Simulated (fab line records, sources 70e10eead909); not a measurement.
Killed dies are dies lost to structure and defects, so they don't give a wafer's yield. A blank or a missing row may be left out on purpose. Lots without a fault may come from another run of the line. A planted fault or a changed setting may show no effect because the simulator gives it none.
Chamber matching | flow nand_harc | NHARC_A_STAIRCASE_ETCH_313 on rie_diel-09: 4 sister chambers
The step etches the open film in CF4/CHF3. 4 wafers are shown with their chamber, then 9 later ones without.

WAFERS WITH THEIR CHAMBER
wafer  | chamber | showerhead_plenum_p_Torr (Torr)
L082.6 | 1       | 1.62
L093.1 | 3       | 1.49
L093.4 | 2       | 1.62
L093.5 | 0       | 1.54

WAFERS WITHOUT THEIR CHAMBER
wafer  | showerhead_plenum_p_Torr (Torr)
L095.2 | 1.54
L095.4 | 1.61
L095.5 | 1.54
L096.1 | 1.54
L096.4 | 1.62
L096.5 | 1.54
L097.2 | 1.62
L097.3 | 1.48
L097.6 | 1.48

WHICH CHAMBER EACH WENT THROUGH
wafer  | from the rows above     | in truth
L095.2 | 0                       | 0
L095.4 | can't be placed: 1 or 2 | 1
L095.5 | 0                       | 0
L096.1 | 0                       | 0
L096.4 | can't be placed: 1 or 2 | 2
L096.5 | 0                       | 0
L097.2 | can't be placed: 1 or 2 | 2
L097.3 | 3                       | 3
L097.6 | 3                       | 3
Placed correctly: 6 of 9. Can't be placed from these rows: 3 (the true chamber is among the candidates in 3). Placed wrongly: 0.
How it was worked out, from the rows above alone: a wafer's distance from a chamber is the root of the sum, over the readings, of the square of ((its reading less the chamber's mean) divided by the reading's scatter). The wafer belongs to the nearest chamber; if the next one is less than 2 further off, it can't be placed. A chamber's mean is the mean of its shown wafers. The scatter: with one shown wafer a chamber, the root of the mean of the squares of how far each hidden wafer lies from its nearest shown one.
